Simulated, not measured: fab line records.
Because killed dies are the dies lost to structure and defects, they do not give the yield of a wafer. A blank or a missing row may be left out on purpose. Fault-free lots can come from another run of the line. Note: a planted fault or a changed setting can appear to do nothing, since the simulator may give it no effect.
The tool behind it: which one?    flow nand-harc    route of 1302 steps, sampled at 1 step: 12 lots, 36 wafers

## WHAT EACH GAUGE READ, for each wafer
NHARC_A_BLC_OVL_MEAS_11.
lot   measured      on          overlay-x-nm (nm)
L075  day 22 20:19  overlay-02  -1.6 -0.8 -1.0
L077  day 23 05:37  overlay-01  -1.3 -1.9 -1.5
L079  day 24 14:03  overlay-02  -1.1 -1.1 -0.8
L082  day 25 16:05  overlay-01  -0.7 -0.5 -1.0
L083  day 26 17:44  overlay-02  -1.3 -1.3 -1.7
L084  day 27 12:40  overlay-01  -1.8 -1.2 -1.3
L087  day 28 13:40  overlay-01  0.7 0.5 1.0
L090  day 28 17:20  overlay-01  0.6 0.9 0.5
L091  day 29 19:28  overlay-01  0.4 0.9 0.8
L094  day 30 12:48  overlay-02  0.7 0.5 0.6
L095  day 30 22:31  overlay-01  0.8 0.9 0.9
L096  day 31 16:36  overlay-01  0.1 0.3 0.8

## EACH LOT AND THE TOOL THAT RAN IT (in order: tool; ch and the chambers of the sampled wafers; start)
The record holds no process step before these readings.

## THE ANSWER, worked out from the rows above alone
Rule: the usual values come from the lots themselves. The widest of any qualifying gaps counts: lots, ordered by their means at a reading, are off when they make up no more than a third of the lots, leave a main group of 4 or more, and stand apart from it by 3 or more times the standard deviation of that group's means. If all means in a main group match to the digits the tables above print for the reading, that group is not used. A lot without any number at a reading at which 4 lots or more have one is off too. Where the step has rows for the other lots, those lots are counted as sound.
No lot is off on any of the readings shown, so nothing can be concluded from this.

## WHAT THE SIMULATOR HAD INSERTED
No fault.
